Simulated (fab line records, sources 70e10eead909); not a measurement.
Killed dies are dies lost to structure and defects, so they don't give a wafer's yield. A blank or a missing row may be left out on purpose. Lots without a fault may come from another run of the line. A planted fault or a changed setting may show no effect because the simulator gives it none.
Chamber matching | flow nand_harc | NHARC_A_STAIRCASE_DESCUM_443 on rie_diel-08: 4 sister chambers
The step chemistry O2, time 3 s. 4 wafers are shown with their chamber, then 7 later ones without.

WAFERS WITH THEIR CHAMBER
wafer  | chamber | showerhead_plenum_p_Torr (Torr)
L088.4 | 2       | 1.95
L089.5 | 3       | 1.87
L090.2 | 0       | 1.92
L090.4 | 1       | 1.79

WAFERS WITHOUT THEIR CHAMBER
wafer  | showerhead_plenum_p_Torr (Torr)
L090.5 | 1.92
L094.1 | 1.94
L094.2 | 1.87
L094.5 | 1.95
L096.1 | 1.94
L096.2 | 1.79
L096.3 | 1.87

WHICH CHAMBER EACH WENT THROUGH
wafer  | from the rows above     | in truth
L090.5 | 0                       | 0
L094.1 | can't be placed: 2 or 0 | 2
L094.2 | 3                       | 3
L094.5 | 2                       | 2
L096.1 | can't be placed: 2 or 0 | 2
L096.2 | 1                       | 1
L096.3 | 3                       | 3
Placed correctly: 5 of 7. Can't be placed from these rows: 2 (the true chamber is among the candidates in 2). Placed wrongly: 0.
How it was worked out, from the rows above alone: a wafer's distance from a chamber is the root of the sum, over the readings, of the square of ((its reading less the chamber's mean) divided by the reading's scatter). The wafer belongs to the nearest chamber; if the next one is less than 2 further off, it can't be placed. A chamber's mean is the mean of its shown wafers. The scatter: with one shown wafer a chamber, the root of the mean of the squares of how far each hidden wafer lies from its nearest shown one.
